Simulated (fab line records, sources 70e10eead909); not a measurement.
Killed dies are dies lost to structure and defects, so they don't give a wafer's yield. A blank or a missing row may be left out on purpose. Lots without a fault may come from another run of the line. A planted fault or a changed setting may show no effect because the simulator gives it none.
Chamber matching | flow nand_harc | NHARC_A_STAIRCASE_TRIM_187 on rie_diel-12: 4 sister chambers
The step chemistry O2, time 211.2 s. 8 wafers are shown with their chamber, then 7 later ones without.

WAFERS WITH THEIR CHAMBER
wafer  | chamber | drypump_motor_current_A (A) | showerhead_plenum_p_Torr (Torr)
L076.3 | 2       | 5.4                         | 3.44
L077.1 | 3       | 5.6                         | 3.58
L077.4 | 1       | 5.8                         | 3.37
L081.1 | 2       | 5.4                         | 3.43
L081.5 | 0       | 6.1                         | 3.62
L081.6 | 1       | 5.8                         | 3.37
L083.1 | 3       | 5.7                         | 3.57
L083.3 | 0       | 6.1                         | 3.61

WAFERS WITHOUT THEIR CHAMBER
wafer  | drypump_motor_current_A (A) | showerhead_plenum_p_Torr (Torr)
L083.5 | 5.4                         | 3.42
L090.1 | 5.7                         | 3.35
L090.3 | 6.0                         | 3.60
L090.5 | 5.4                         | 3.41
L089.1 | 5.7                         | 3.56
L089.5 | 6.0                         | 3.60
L089.6 | 5.7                         | 3.35

WHICH CHAMBER EACH WENT THROUGH
wafer  | from the rows above | in truth
L083.5 | 2                   | 2
L090.1 | 1                   | 1
L090.3 | 0                   | 0
L090.5 | 2                   | 2
L089.1 | 3                   | 3
L089.5 | 0                   | 0
L089.6 | 1                   | 1
Placed correctly: 7 of 7. Can't be placed from these rows: 0. Placed wrongly: 0.
How it was worked out, from the rows above alone: a wafer's distance from a chamber is the root of the sum, over the readings, of the square of ((its reading less the chamber's mean) divided by the reading's scatter). The wafer belongs to the nearest chamber; if the next one is less than 2 further off, it can't be placed. A chamber's mean is the mean of its shown wafers. The scatter: the root of (the sum of the squares of (reading less its chamber's mean) over the shown wafers, divided by (wafers less chambers)).
